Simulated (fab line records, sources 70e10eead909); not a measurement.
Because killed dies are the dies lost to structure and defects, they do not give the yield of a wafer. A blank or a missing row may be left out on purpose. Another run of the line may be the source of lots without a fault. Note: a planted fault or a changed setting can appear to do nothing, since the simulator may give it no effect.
fab line records -- flow nand_harc
[record] lots = 12, wafers = 36, last_day = 33
route steps=1302 shown P_BONDPAD@377 THIN_TSV@1263 END@1302
lots that met no fault: taken from a fault-free run of the same line
start_h: hours from the record's opening day to when the first of the lot's shown wafers began -- wait_h: hours from the lot's prior step to this one -- " identical to the entry in the row above -- L1.1+2: several wafers, shown together as one row -- - value missing, or start not given -- * or withheld: withheld -- < > ~ a bound
route shown NAME@n: a module of which the file shows steps, and the number in the route of the first -- usual: mean and standard deviation over wafers with no fault -- same: alike in all rows -- chamber/n: place in a boat -- sites: each site's reading -- _std_site: standard deviation across them -- _edge_site: inner sites' mean taken away from outer sites' mean -- radius_mm: how far each site lies from the wafer's centre -- mask NAME#n: copy n -- behind: the tool/chamber that last shaped the wafer -- hold: reason for holding the lot/hours on hold/outcome of the hold -- device: the n, p or np transistor that did not switch -- end of line: the route-end tests of the same wafers -- step lacking rows: just its recipe -- killed: the dies lost at the first sort to structure and to defects; this is not the yield of the wafer -- map: the dies of a wafer, with x for killed, . for not killed, _ for no die there
set.NAME: the run value of the setting; set.NAME@STEP: its run value at that earlier step -- model.NAME: the simulator's own value behind a step, which no gauge read
a sample of lots followed through the steps of the route, with each step as a table and each wafer as a row
services: from which hour (start_h, from the record's first day; less than 0 if before it) a tool's chamber was out of use, for how many hours, and why
[[steps]]
[step NHARC_P_BONDPAD_PVD_27]
[recipe] target_thk_a = 300, chamber_pressure_pa = 5, power_w = 5000, substrate_temp_c = 30, time_s = 20.49, material = Cu
[usual] throttle_valve_pct = 30.4/0.79
lot.wafer,tool,chamber,start_h,wait_h,throttle_valve_pct
L567.1,pvd_sputter-01,-,143.25,-,29.7
L567.5,pvd_sputter-01,-,143.25,-,30.0
L567.6,pvd_sputter-01,-,143.25,-,30.6
L568.3,pvd_sputter-01,-,149.95,-,30.9
L568.2,pvd_sputter-01,-,149.95,-,29.6
L568.6,pvd_sputter-01,-,149.95,-,29.8
L570.1,pvd_sputter-01,-,167.34,-,30.8
L570.6,pvd_sputter-01,-,167.34,-,30.6
L570.5,pvd_sputter-01,-,167.34,-,29.6
L571.4,pvd_sputter-01,-,170.04,-,30.4
L571.1,pvd_sputter-01,-,170.04,-,30.9
L571.5,pvd_sputter-01,-,170.04,-,29.7
L572.3,pvd_sputter-02,-,188.41,-,28.7
L572.1,pvd_sputter-02,-,188.41,-,31.7
L572.6,pvd_sputter-02,-,188.41,-,31.5
L581.1,pvd_sputter-01,-,279.63,-,30.5
L581.6,pvd_sputter-01,-,279.63,-,30.3
L581.5,pvd_sputter-01,-,279.63,-,30.7
L583.1,pvd_sputter-01,-,294.92,-,30.7
L583.5,pvd_sputter-01,-,294.92,-,29.8
L583.6,pvd_sputter-01,-,294.92,-,30.3
L585.2,pvd_sputter-02,-,313.34,-,30.9
L585.4,pvd_sputter-02,-,313.34,-,31.2
L585.1,pvd_sputter-02,-,313.34,-,30.7
L586.4,pvd_sputter-03,-,322.96,-,29.0
L586.3,pvd_sputter-03,-,322.96,-,29.5
L586.2,pvd_sputter-03,-,322.96,-,30.6
L588.1,pvd_sputter-01,-,343.92,-,30.1
L588.4,pvd_sputter-01,-,343.92,-,30.6
L588.3,pvd_sputter-01,-,343.92,-,29.6
L589.4,pvd_sputter-02,-,354.32,-,31.4
L589.6,pvd_sputter-02,-,354.32,-,31.3
L589.5,pvd_sputter-02,-,354.32,-,30.7
L590.1,pvd_sputter-01,-,367.25,-,30.0
L590.4,pvd_sputter-01,-,367.25,-,30.4
L590.6,pvd_sputter-01,-,367.25,-,30.3
[step NHARC_THIN_TSV_ETCH_15]
[recipe] target_depth_a = 30000, bosch_target_overetch_cycles = 2, bosch_etch_step_s = 2.8, bosch_dep_step_s = 1.2, bosch_cycles = 14
[usual] drypump_motor_current_A = 5.8/0.57
[same] bosch_cycles = 14, bosch_dep_step_s = 1.2
lot.wafer,tool,chamber,start_h,wait_h,drypump_motor_current_A,rf_hours_counter_h
L567.1,rie_si-03,2,557.11,-,5.8,0.8
L567.5,rie_si-03,0,557.11,-,5.0,-
L567.6,rie_si-03,1,557.11,-,5.3,-
L568.3,rie_si-05,1,558.45,-,6.2,0.5
L568.2,rie_si-05,0,558.45,-,6.4,0.4
L568.6,rie_si-05,1,558.45,-,6.2,-
L571.4,rie_si-04,1,575.98,-,6.5,0.3
L572.1,rie_si-04,3,589.45,-,6.2,0.4
L572.3,rie_si-04,0,589.45,-,6.6,0.4
L572.6,rie_si-04,3,589.45,-,6.2,-
L570.1,rie_si-03,2,598.36,-,5.8,0.1
L570.6,rie_si-03,2,598.36,-,5.8,-
L570.5,rie_si-03,3,598.36,-,5.3,-
L583.1,rie_si-04,2,684.11,-,5.2,1.1
L583.5,rie_si-04,3,684.11,-,6.2,-
L583.6,rie_si-04,1,684.11,-,6.4,-
L581.1,rie_si-04,2,687.75,-,5.2,1.2
L581.6,rie_si-04,3,687.75,-,6.2,-
L581.5,rie_si-04,1,687.75,-,6.5,-
L586.2,rie_si-04,1,726.95,-,6.5,0.1
L586.3,rie_si-04,2,726.95,-,5.2,0.1
L586.4,rie_si-04,2,726.95,-,5.1,-
L585.1,rie_si-03,0,728.15,-,5.0,1.1
L585.2,rie_si-03,1,728.15,-,5.3,1.1
L585.4,rie_si-03,2,728.15,-,5.8,1.0
L589.4,rie_si-04,3,758.19,-,6.2,0.3
L589.5,rie_si-04,3,758.19,-,6.2,-
L589.6,rie_si-04,0,758.19,-,6.6,-
L588.3,rie_si-05,2,759.26,-,6.1,0.7
L588.1,rie_si-05,3,759.26,-,5.1,0.6
L588.4,rie_si-05,1,759.26,-,6.2,0.6
L590.4,rie_si-05,1,773.37,-,6.2,0.6
L590.1,rie_si-05,2,773.37,-,6.1,0.7
L590.6,rie_si-05,2,773.37,-,6.1,-
[step NHARC_THIN_TSV_DEP_47]
[recipe] target_thk_a = 2000, temp_c = withheld, pressure_torr = 6.5, rf_w = 900, teos_flow_sccm = 161.4, flow_sccm = 2650, target_thk_nm = 200, gas = O2, material = SiO2
[usual] mfc_precursor_sccm = 161.3/0.47, throttle_valve_pct = 16.1/0.52
lot.wafer,tool,chamber,start_h,wait_h,mfc_precursor_sccm,since_wet_clean_h,throttle_valve_pct
L567.1,pecvd-02,2,558.16,-,161.7,114,16.4
L567.5,pecvd-02,1,558.16,-,161.1,-,16.3
L567.6,pecvd-02,2,558.16,-,160.9,-,16.3
L568.2,pecvd-01,2,559.52,-,161.6,54,14.7
L568.3,pecvd-01,1,559.52,-,161.6,54,16.8
L568.6,pecvd-01,0,559.52,-,161.3,-,16.1
L571.4,pecvd-01,0,577.15,-,161.4,-,16.3
L572.3,pecvd-02,1,590.45,-,161.0,146,16.5
L572.1,pecvd-02,0,590.45,-,161.1,146,15.7
L572.6,pecvd-02,1,590.45,-,160.9,-,16.4
L570.1,pecvd-02,1,599.43,-,161.7,155,16.3
L570.5,pecvd-02,1,599.43,-,161.5,-,16.3
L570.6,pecvd-02,2,599.43,-,161.2,-,16.5
L583.1,pecvd-02,0,685.20,-,161.2,60,15.8
L583.5,pecvd-02,0,685.20,-,161.4,-,15.8
L583.6,pecvd-02,1,685.20,-,161.7,-,16.2
L581.1,pecvd-03,2,688.88,-,161.5,128,15.9
L581.5,pecvd-03,0,688.88,-,161.1,-,15.6
L581.6,pecvd-03,2,688.88,-,161.8,-,15.8
L586.3,pecvd-02,0,727.97,-,162.7,102,15.8
L586.2,pecvd-02,1,727.97,-,160.7,102,16.2
L586.4,pecvd-02,0,727.97,-,161.4,-,15.9
L585.1,pecvd-01,0,729.15,-,161.5,43,16.4
L585.2,pecvd-01,1,729.15,-,160.7,43,16.4
L585.4,pecvd-01,1,729.15,-,161.8,-,16.4
L589.5,pecvd-02,1,759.35,-,161.2,-,16.2
L589.6,pecvd-02,2,759.35,-,162.7,-,16.7
L589.4,pecvd-02,0,759.35,-,160.7,-,16.1
L588.3,pecvd-02,1,760.29,-,160.9,135,16.1
L588.1,pecvd-02,0,760.29,-,161.8,135,15.9
L588.4,pecvd-02,0,760.29,-,161.8,-,16.1
L590.1,pecvd-01,0,774.46,-,161.5,88,16.5
L590.6,pecvd-01,0,774.46,-,161.7,-,16.2
L590.4,pecvd-01,1,774.46,-,161.7,-,16.4
[step NHARC_THIN_TSV_PRE_CLEAN_54]
[recipe] time_s = 30, temp_c = 280, gas = H2/He
[usual] heater_power_w = 389/26
lot.wafer,tool,chamber,start_h,wait_h,heater_power_w
L567.1,pvd_sputter-02,-,561.14,0.1,415
L567.6,pvd_sputter-02,-,561.14,0.1,348
L567.5,pvd_sputter-02,-,561.14,0.1,377
L568.2,pvd_sputter-03,-,562.55,0.1,439
L568.3,pvd_sputter-03,-,562.55,0.1,398
L568.6,pvd_sputter-03,-,562.55,0.1,424
L571.4,pvd_sputter-01,-,579.97,0.1,437
L572.1,pvd_sputter-03,-,593.44,0.1,358
L572.3,pvd_sputter-03,-,593.44,0.1,402
L572.6,pvd_sputter-03,-,593.44,0.1,347
L570.1,pvd_sputter-03,-,602.44,0.1,349
L570.5,pvd_sputter-03,-,602.44,0.1,421
L570.6,pvd_sputter-03,-,602.44,0.1,397
L583.1,pvd_sputter-02,-,688.49,0.1,363
L583.6,pvd_sputter-02,-,688.49,0.1,404
L583.5,pvd_sputter-02,-,688.49,0.1,395
L581.1,pvd_sputter-02,-,691.83,0.1,375
L581.6,pvd_sputter-02,-,691.83,0.1,397
L581.5,pvd_sputter-02,-,691.83,0.1,359
L586.4,pvd_sputter-02,-,730.99,0.1,358
L586.3,pvd_sputter-02,-,730.99,0.1,391
L586.2,pvd_sputter-02,-,730.99,0.1,392
L585.1,pvd_sputter-03,-,732.31,0.1,358
L585.4,pvd_sputter-03,-,732.31,0.1,399
L585.2,pvd_sputter-03,-,732.31,0.1,421
L589.4,pvd_sputter-02,-,762.30,0.0,371
L589.6,pvd_sputter-02,-,762.30,0.0,352
L589.5,pvd_sputter-02,-,762.30,0.0,378
L588.3,pvd_sputter-02,-,763.27,0.0,368
L588.1,pvd_sputter-02,-,763.27,0.0,372
L588.4,pvd_sputter-02,-,763.27,0.0,398
L590.1,pvd_sputter-02,-,777.43,0.0,392
L590.4,pvd_sputter-02,-,777.43,0.0,398
L590.6,pvd_sputter-02,-,777.43,0.0,388
[step NHARC_END_SORT_01]
[recipe] temp_c = 25
[usual] defect_limited_yield = 91.4/2.4, killed_at_array = 54/16, killed_at_other = 0.6/0.86, killed_at_periphery = 3.8/2.6, killed_dies = 58/16, killed_open = 3.3/1.8, killed_short = 2.7/1.7, sort_bin_2_pct = 3.1/1.1, sort_bin_3_pct = 0.7/0.39, sort_bin_4_pct = 4.8/1.3, sort_n_pass = 619/16, sort_rim_yield_pct = 89/6, sort_yield_pct = 91.4/2.4
[same] gross_dies = 677, sort_bin_5_pct[%] = 0, sort_bin_6_pct[%] = 0, sort_bin_7_pct[%] = 0, sort_bin_8_pct[%] = 0, sort_rim_n_gross = 106.00
lot.wafer,tool,chamber,start_h,wait_h,defect_limited_yield[%],killed_at_array,killed_at_other,killed_at_periphery,killed_dies,killed_open,killed_short,sort_bin_2_pct[%],sort_bin_3_pct[%],sort_bin_4_pct[%],sort_n_pass,sort_rim_yield_pct[%],sort_yield_pct[%]
L567.1,prober-01,0,571.27,2.6,89.4,67,0,5,72,2,3,3.7,0.9,6.1,605,83,89.4
L567.5,prober-01,0,574.49,3.7,90.1,63,0,4,67,3,3,2.7,0.7,6.5,610,83,90.1
L567.6,prober-01,0,575.29,4.0,90.3,62,0,4,66,6,0,3.5,0.7,5.5,611,88,90.3
L568.2,prober-02,0,571.99,2.8,87.3,82,0,4,86,4,2,4.3,1.0,7.4,591,94,87.3
L568.3,prober-02,0,572.80,3.1,90.8,60,1,1,62,2,1,3.7,0.9,4.6,615,92,90.8
L568.6,prober-02,0,575.21,4.0,91.6,52,1,4,57,4,4,3.1,0.6,4.7,620,97,91.6
L571.1,prober-01,0,590.53,2.5,0,58,1,618,677,4,3,94.7,1.0,4.3,0,0,0
L571.4,prober-01,0,592.96,3.4,91.3,56,0,3,59,3,0,3.7,0.3,4.7,618,94,91.3
L571.5,prober-01,0,593.77,3.7,0,65,0,612,677,6,3,93.2,0.4,6.4,0,0,0
L572.1,prober-01,0,602.42,2.5,88.2,74,0,6,80,7,5,4.7,1.0,6.1,597,78,88.2
L572.3,prober-01,0,604.01,3.1,87.6,82,0,2,84,6,6,4.6,1.2,6.6,593,86,87.6
L572.6,prober-01,0,606.41,4.0,89.1,72,0,2,74,1,4,4.7,0.4,5.8,603,82,89.1
L570.1,prober-02,0,612.52,2.5,92.2,49,0,4,53,3,3,1.9,0.1,5.8,624,98,92.2
L570.5,prober-02,0,615.71,3.7,91.6,51,2,4,57,5,4,1.9,0.9,5.6,620,92,91.6
L570.6,prober-02,0,616.50,4.0,92.3,45,1,6,52,2,3,3.2,0.3,4.1,625,98,92.3
L581.1,prober-02,0,700.80,2.5,94.1,36,0,4,40,2,3,3.0,0.1,2.8,637,89,94.1
L581.5,prober-02,0,704.00,3.7,91.6,46,0,11,57,6,8,3.2,0.1,5.0,620,90,91.6
L581.6,prober-02,0,704.80,4.0,93.4,42,0,3,45,2,2,2.1,0.4,4.1,632,91,93.4
L583.1,prober-01,0,708.57,2.5,87.3,78,0,8,86,3,0,4.9,1.3,6.5,591,87,87.3
L583.5,prober-01,0,711.78,3.7,88.2,77,0,3,80,1,2,4.0,1.2,6.6,597,88,88.2
L583.6,prober-01,0,712.59,4.0,89.8,64,0,5,69,2,0,4.1,1.3,4.7,608,84,89.8
L585.1,prober-02,0,741.11,2.5,91.3,48,0,11,59,5,2,2.2,0.7,5.8,618,86,91.3
L585.2,prober-02,0,741.92,2.8,91.9,48,1,6,55,4,4,3.2,0.1,4.7,622,82,91.9
L585.4,prober-02,0,743.55,3.4,91.7,43,0,13,56,1,4,2.2,0.1,5.9,621,81,91.7
L586.2,prober-01,0,741.93,2.8,90.1,63,0,4,67,6,3,4.7,0.9,4.3,610,75,90.1
L586.3,prober-01,0,742.74,3.1,91.6,53,0,4,57,2,5,3.7,0.9,3.8,620,81,91.6
L586.4,prober-01,0,743.54,3.4,91.3,53,1,5,59,4,0,4.7,0.1,3.8,618,77,91.3
L589.4,prober-01,0,775.58,3.4,93.6,37,2,4,43,4,3,1.8,0.4,4.1,634,89,93.6
L589.5,prober-01,0,776.37,3.7,95.0,33,1,0,34,4,4,1.3,0.4,3.2,643,91,95.0
L589.6,prober-01,0,777.17,4.0,94.2,34,3,2,39,3,3,2.4,0.1,3.2,638,91,94.2
L588.1,prober-01,0,780.98,2.5,91.9,52,1,2,55,4,2,3.0,0.6,4.6,622,77,91.9
L588.3,prober-01,0,782.58,3.1,92.3,47,1,4,52,2,1,3.0,0.3,4.4,625,83,92.3
L588.4,prober-01,0,783.39,3.4,90.5,58,2,4,64,2,2,2.5,0.4,6.5,613,80,90.5
L590.1,prober-02,0,787.58,2.5,93.6,39,0,4,43,2,1,2.2,0.4,3.7,634,91,93.6
L590.4,prober-02,0,790.03,3.4,92.3,49,0,3,52,4,3,2.8,0,4.9,625,89,92.3
L590.6,prober-02,0,791.67,4.1,93.4,39,0,6,45,5,1,1.8,0.6,4.3,632,92,93.4
// killed by level:class
L567.1 A_CHANNEL_HOLE_D1:chamber_film_flake=28 A_SLIT:chamber_film_flake=18 A_CHANNEL_HOLE_D2:chamber_film_flake=5 A_CONTACT:chamber_film_flake=5 A_STAIRCASE:chamber_film_flake=4 P_CONTACT:chamber_film_flake=2 A_WL_FILL:chamber_film_flake=2 P_M1:geometric_particle:short=1
L568.2 A_CHANNEL_HOLE_D1:chamber_film_flake=34 A_CHANNEL_HOLE_D2:chamber_film_flake=34 A_CONTACT:chamber_film_flake=4 A_CONTACT:unspecified=2 P_M0:geometric_particle:open=1 A_ONON_D1:geometric_particle:open=1 A_ONON_D2:geometric_particle:open=1 A_CHANNEL_HOLE_D2:geometric_particle:open=1
L568.3 A_CHANNEL_HOLE_D2:chamber_film_flake=25 A_CHANNEL_HOLE_D1:chamber_film_flake=18 A_CONTACT:chamber_film_flake=8 A_STAIRCASE:chamber_film_flake=2 A_CONTACT:unspecified=2 A_ONON_D1:geometric_particle:short=1 A_CONTACT:geometric_particle:open=1 STARTING-WAFER:geometric_particle:open=1
L567.5 A_CHANNEL_HOLE_D1:chamber_film_flake=24 A_SLIT:chamber_film_flake=21 A_CHANNEL_HOLE_D2:chamber_film_flake=7 A_ZERO_WELL:chamber_film_flake=2 A_STAIRCASE:chamber_film_flake=2 A_CONTACT:chamber_film_flake=2 P_CONTACT:geometric_particle:open=1 P_M2:geometric_particle:open=1
L568.6 A_CHANNEL_HOLE_D1:chamber_film_flake=18 A_CHANNEL_HOLE_D2:chamber_film_flake=16 A_STAIRCASE:chamber_film_flake=3 A_CONTACT:chamber_film_flake=3 A_ONON_D1:geometric_particle:short=2 A_WL_FILL:geometric_particle:short=2 P_GATE:chamber_film_flake=2 A_SGD_CUT:chamber_film_flake=2
L567.6 A_CHANNEL_HOLE_D1:chamber_film_flake=31 A_SLIT:chamber_film_flake=17 A_CHANNEL_HOLE_D2:chamber_film_flake=5 A_CHANNEL_FILL_D2:geometric_particle:open=2 A_WL_FILL:chamber_film_flake=2 P_M0:geometric_particle:open=1 A_CHANNEL_HOLE_D1:geometric_particle:open=1 A_M0:geometric_particle:open=1
L571.1 P_BONDPAD:area_pvd=614 A_CHANNEL_HOLE_D2:chamber_film_flake=24 A_CHANNEL_HOLE_D1:chamber_film_flake=23 P_STI:chamber_film_flake=2 A_STAIRCASE:chamber_film_flake=2 P_GATE:geometric_particle:open=1 A_DECK1_JOINT:geometric_particle:open=1 A_ONON_D2:geometric_particle:short=1
L571.4 A_CHANNEL_HOLE_D2:chamber_film_flake=26 A_CHANNEL_HOLE_D1:chamber_film_flake=23 A_CONTACT:chamber_film_flake=3 P_STI:chamber_film_flake=2 A_STAIRCASE:chamber_film_flake=2 P_STI:geometric_particle:open=1 A_DECK1_JOINT:geometric_particle:open=1 A_M1:geometric_particle:open=1
L571.5 P_BONDPAD:area_pvd=607 A_CHANNEL_HOLE_D1:chamber_film_flake=28 A_CHANNEL_HOLE_D2:chamber_film_flake=23 P_STI:chamber_film_flake=3 A_CONTACT:chamber_film_flake=3 A_CHANNEL_FILL_D1:geometric_particle:open=2 P_M0:geometric_particle:open=1 P_M1:geometric_particle:open=1
L572.1 A_CHANNEL_HOLE_D1:chamber_film_flake=35 A_SLIT:chamber_film_flake=10 A_CHANNEL_HOLE_D2:chamber_film_flake=7 P_M0:chamber_film_flake=6 A_STAIRCASE:chamber_film_flake=4 A_ONON_D1:geometric_particle:short=2 A_ONON_D1:geometric_particle:open=2 A_M0:geometric_particle:open=2
L572.3 A_CHANNEL_HOLE_D1:chamber_film_flake=30 A_SLIT:chamber_film_flake=15 A_CONTACT:chamber_film_flake=11 A_CHANNEL_HOLE_D2:chamber_film_flake=8 A_ONON_D2:geometric_particle:short=2 A_WL_FILL:geometric_particle:open=2 A_M0:geometric_particle:open=2 P_M0:chamber_film_flake=2
L572.6 A_CHANNEL_HOLE_D1:chamber_film_flake=33 A_SLIT:chamber_film_flake=19 A_CHANNEL_HOLE_D2:chamber_film_flake=7 A_STAIRCASE:chamber_film_flake=5 P_M0:chamber_film_flake=2 A_CONTACT:chamber_film_flake=2 A_ONON_D1:geometric_particle:short=1 A_CHANNEL_FILL_D1:geometric_particle:short=1
L570.1 A_CHANNEL_HOLE_D2:chamber_film_flake=32 A_STAIRCASE:chamber_film_flake=5 A_CONTACT:chamber_film_flake=3 A_DECK1_JOINT:geometric_particle:short=2 P_STI:chamber_film_flake=2 P_GATE:geometric_particle:short=1 P_M2:geometric_particle:open=1 A_CHANNEL_FILL_D1:geometric_particle:open=1
L570.5 A_CHANNEL_HOLE_D2:chamber_film_flake=33 A_CHANNEL_HOLE_D1:chamber_film_flake=5 A_SOURCE_PLATE:geometric_particle:short=2 A_M0:geometric_particle:open=2 P_STI:chamber_film_flake=2 A_STAIRCASE:chamber_film_flake=2 A_WL_FILL:chamber_film_flake=2 THIN_TSV:chamber_film_flake=2
L570.6 A_CHANNEL_HOLE_D2:chamber_film_flake=34 P_STI:chamber_film_flake=3 A_CONTACT:chamber_film_flake=3 A_WL_FILL:geometric_particle:short=2 A_M0:chamber_film_flake=2 P_CONTACT:geometric_particle:short=1 A_ONON_D1:geometric_particle:open=1 A_SGD_CUT:geometric_particle:open=1
L581.1 A_SLIT:chamber_film_flake=18 A_CHANNEL_HOLE_D1:chamber_film_flake=4 A_CONTACT:chamber_film_flake=4 A_STAIRCASE:chamber_film_flake=3 P_ZERO_WELL:chamber_film_flake=2 P_GATE:chamber_film_flake=2 A_CHANNEL_FILL_D1:chamber_film_flake=2 A_ONON_D1:geometric_particle:open=1
L581.5 A_SLIT:chamber_film_flake=19 P_GATE:chamber_film_flake=7 A_CHANNEL_HOLE_D1:chamber_film_flake=3 A_CHANNEL_FILL_D1:chamber_film_flake=3 A_DECK1_JOINT:chamber_film_flake=3 A_STAIRCASE:chamber_film_flake=3 A_CONTACT:chamber_film_flake=3 A_DECK1_JOINT:geometric_particle:open=2
L581.6 A_SLIT:chamber_film_flake=20 A_CONTACT:chamber_film_flake=5 A_STAIRCASE:chamber_film_flake=3 P_GATE:chamber_film_flake=3 A_DECK1_JOINT:chamber_film_flake=3 A_CHANNEL_FILL_D1:chamber_film_flake=2 A_CHANNEL_HOLE_D1:chamber_film_flake=2 A_ONON_D1:geometric_particle:open=1
L583.1 A_CHANNEL_HOLE_D1:chamber_film_flake=33 A_SLIT:chamber_film_flake=16 A_CHANNEL_HOLE_D2:chamber_film_flake=7 P_STI:chamber_film_flake=6 A_CONTACT:chamber_film_flake=6 A_STAIRCASE:chamber_film_flake=4 A_WL_FILL:chamber_film_flake=4 A_DECK1_JOINT:chamber_film_flake=2
L583.5 A_CHANNEL_HOLE_D1:chamber_film_flake=37 A_SLIT:chamber_film_flake=15 A_CHANNEL_HOLE_D2:chamber_film_flake=10 A_STAIRCASE:chamber_film_flake=4 A_CONTACT:chamber_film_flake=4 P_STI:chamber_film_flake=2 A_WL_FILL:chamber_film_flake=2 P_STI:geometric_particle:open=1
L583.6 A_CHANNEL_HOLE_D1:chamber_film_flake=31 A_CHANNEL_HOLE_D2:chamber_film_flake=11 A_SLIT:chamber_film_flake=8 A_STAIRCASE:chamber_film_flake=5 P_ZERO_WELL:chamber_film_flake=3 A_CONTACT:chamber_film_flake=3 A_CHANNEL_FILL_D1:chamber_film_flake=2 A_DECK1_JOINT:chamber_film_flake=2
L585.1 A_CHANNEL_HOLE_D2:chamber_film_flake=15 A_CHANNEL_HOLE_D1:chamber_film_flake=8 P_CONTACT:chamber_film_flake=5 A_CONTACT:chamber_film_flake=5 A_SLIT:chamber_film_flake=5 A_SGD_CUT:chamber_film_flake=4 P_ZERO_WELL:chamber_film_flake=3 A_WL_FILL:chamber_film_flake=3
L585.2 A_CHANNEL_HOLE_D2:chamber_film_flake=12 A_CHANNEL_HOLE_D1:chamber_film_flake=11 A_SLIT:chamber_film_flake=5 A_CONTACT:chamber_film_flake=5 P_CONTACT:chamber_film_flake=3 A_WL_FILL:chamber_film_flake=3 A_ONON_D1:geometric_particle:open=2 A_CHANNEL_FILL_D1:chamber_film_flake=2
L586.2 A_SLIT:chamber_film_flake=20 A_CHANNEL_HOLE_D2:chamber_film_flake=19 A_CONTACT:chamber_film_flake=7 A_CHANNEL_HOLE_D1:chamber_film_flake=5 P_CONTACT:chamber_film_flake=4 A_ONON_D1:geometric_particle:open=2 A_WL_FILL:chamber_film_flake=2 A_CHANNEL_HOLE_D1:geometric_particle:short=1
L586.3 A_SLIT:chamber_film_flake=15 A_CHANNEL_HOLE_D2:chamber_film_flake=13 A_CONTACT:chamber_film_flake=9 P_CONTACT:chamber_film_flake=3 A_CHANNEL_HOLE_D1:chamber_film_flake=3 A_WL_FILL:chamber_film_flake=3 A_CONTACT:geometric_particle:short=2 A_CHANNEL_HOLE_D1:geometric_particle:open=1
L586.4 A_SLIT:chamber_film_flake=15 A_CHANNEL_HOLE_D2:chamber_film_flake=13 A_CHANNEL_HOLE_D1:chamber_film_flake=10 A_CONTACT:chamber_film_flake=6 P_CONTACT:chamber_film_flake=3 A_WL_FILL:chamber_film_flake=2 A_ONON_D1:geometric_particle:open=1 A_CHANNEL_FILL_D2:geometric_particle:open=1
L585.4 A_CHANNEL_HOLE_D2:chamber_film_flake=13 P_CONTACT:chamber_film_flake=9 A_CHANNEL_HOLE_D1:chamber_film_flake=8 A_SGD_CUT:chamber_film_flake=8 A_SLIT:chamber_film_flake=4 A_CONTACT:chamber_film_flake=3 P_GATE:chamber_film_flake=2 A_STAIRCASE:chamber_film_flake=2
L589.4 A_CHANNEL_HOLE_D1:chamber_film_flake=12 A_SLIT:chamber_film_flake=8 A_M1:chamber_film_flake=4 A_WL_FILL:geometric_particle:short=3 A_CONTACT:chamber_film_flake=3 A_STAIRCASE:chamber_film_flake=2 A_WL_FILL:chamber_film_flake=2 THIN_TSV:chamber_film_flake=2
L589.5 A_CHANNEL_HOLE_D1:chamber_film_flake=12 A_SLIT:chamber_film_flake=6 A_SGD_CUT:geometric_particle:open=3 A_STAIRCASE:chamber_film_flake=3 A_M1:chamber_film_flake=2 A_ONON_D1:geometric_particle:open=1 A_CHANNEL_HOLE_D2:geometric_particle:short=1 A_SGD_CUT:geometric_particle:short=1
L589.6 A_CHANNEL_HOLE_D1:chamber_film_flake=15 A_SLIT:chamber_film_flake=8 A_CONTACT:chamber_film_flake=4 A_CHANNEL_FILL_D2:geometric_particle:short=2 A_STAIRCASE:chamber_film_flake=2 THIN_TSV:chamber_film_flake=2 P_CONTACT:geometric_particle:open=1 A_CHANNEL_FILL_D1:geometric_particle:open=1
L588.1 A_SLIT:chamber_film_flake=17 A_CHANNEL_HOLE_D2:chamber_film_flake=12 A_CHANNEL_HOLE_D1:chamber_film_flake=10 A_CONTACT:chamber_film_flake=6 A_CHANNEL_FILL_D1:chamber_film_flake=2 P_GATE:geometric_particle:open=1 A_ONON_D1:geometric_particle:open=1 A_DECK1_JOINT:geometric_particle:open=1
L588.3 A_CHANNEL_HOLE_D2:chamber_film_flake=15 A_SLIT:chamber_film_flake=13 A_CONTACT:chamber_film_flake=11 A_CHANNEL_HOLE_D1:chamber_film_flake=4 P_ZERO_WELL:chamber_film_flake=2 A_CHANNEL_FILL_D1:chamber_film_flake=2 P_M0:geometric_particle:open=1 A_ONON_D1:geometric_particle:short=1
L588.4 A_CHANNEL_HOLE_D2:chamber_film_flake=17 A_SLIT:chamber_film_flake=16 A_CONTACT:chamber_film_flake=10 A_CHANNEL_HOLE_D1:chamber_film_flake=9 P_CONTACT:chamber_film_flake=3 A_STAIRCASE:chamber_film_flake=2 THIN_TSV:chamber_film_flake=2 A_ONON_D1:geometric_particle:open=1
L590.1 A_CHANNEL_HOLE_D2:chamber_film_flake=19 A_SLIT:chamber_film_flake=6 A_CONTACT:chamber_film_flake=5 A_STAIRCASE:chamber_film_flake=3 P_M0:chamber_film_flake=2 A_CHANNEL_FILL_D1:chamber_film_flake=2 A_M0:chamber_film_flake=2 P_M0:geometric_particle:open=1
L590.4 A_CHANNEL_HOLE_D2:chamber_film_flake=21 A_SLIT:chamber_film_flake=12 A_STAIRCASE:chamber_film_flake=4 A_CONTACT:chamber_film_flake=2 P_M0:geometric_particle:open=1 A_CHANNEL_HOLE_D1:geometric_particle:open=1 A_CHANNEL_FILL_D1:geometric_particle:short=1 A_CHANNEL_FILL_D1:geometric_particle:open=1
L590.6 A_CHANNEL_HOLE_D2:chamber_film_flake=15 A_STAIRCASE:chamber_film_flake=7 A_CONTACT:chamber_film_flake=5 A_SLIT:chamber_film_flake=4 P_ZERO_WELL:chamber_film_flake=3 P_M0:geometric_particle:open=1 A_SOURCE_PLATE:geometric_particle:open=1 A_CHANNEL_HOLE_D1:geometric_particle:open=1
[[services]]
tool,chamber,start_h,hours,kind
pvd_sputter-01,-,130.55,2.9,repair
rie_si-04,-,165.00,9.0,pm
pecvd-02,-,182.51,0.5,repair
rie_si-04,2,187.53,7.7,repair
pvd_sputter-01,-,226.00,10.0,pm
pecvd-02,-,250.69,13.0,pm
pvd_sputter-01,-,262.44,5.5,repair
pvd_sputter-02,-,282.07,10.0,pm
pvd_sputter-02,-,396.47,2.2,repair
pvd_sputter-01,-,404.00,10.0,pm
pecvd-02,-,431.69,13.0,pm
pecvd-02,-,450.17,0.5,repair
pvd_sputter-01,-,456.18,2.6,repair
pvd_sputter-02,-,460.07,10.0,pm
pecvd-02,-,491.29,1.2,repair
pvd_sputter-01,-,553.70,2.7,repair
pvd_sputter-01,-,570.31,2.8,repair
pvd_sputter-01,-,582.00,10.0,pm
pecvd-02,-,612.69,13.0,pm
pvd_sputter-02,-,638.07,10.0,pm
pecvd-02,1,642.69,4.1,repair
pecvd-02,1,658.17,4.2,repair
pecvd-02,0,736.49,4.0,repair
pvd_sputter-01,-,760.00,10.0,pm
[[key]]
[first_sign] step = NHARC_END_SORT_01, reading = killed_at_periphery, direction = up, sigmas = 99+, usual = 3.8, struck = 615
[effect] step = NHARC_END_SORT_01, reading = sort_bin_2_pct, direction = up, sigmas = 83, usual = 3.1, struck = 93.9
[more_kills_born_at] NHARC_P_BONDPAD_PVD_27@pvd_sputter-01 = 1221
met_at NHARC_P_BONDPAD_PVD_27
struck_lots L571
struck_wafers L571.1,L571.5
later_rows_left_out L571.1,L571.5
not_acting_at NHARC_THIN_TSV_ETCH_15,NHARC_THIN_TSV_DEP_47,NHARC_THIN_TSV_PRE_CLEAN_54
onset_between 167.34 170.04
[fault] kind = process_parameter_drift, tool = pvd_sputter-01, chamber = -, onset_h = 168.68, steps = NHARC_P_BONDPAD_PVD_27, channel = target_thk_a, offset = *, shape = step, end_h = 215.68, scope = struck_wafers_only, acts_in = *, stated = *
// later_rows_left_out: the simulator's readings of these wafers behind a module that went badly wrong aren't trusted and aren't shown, but for the sort
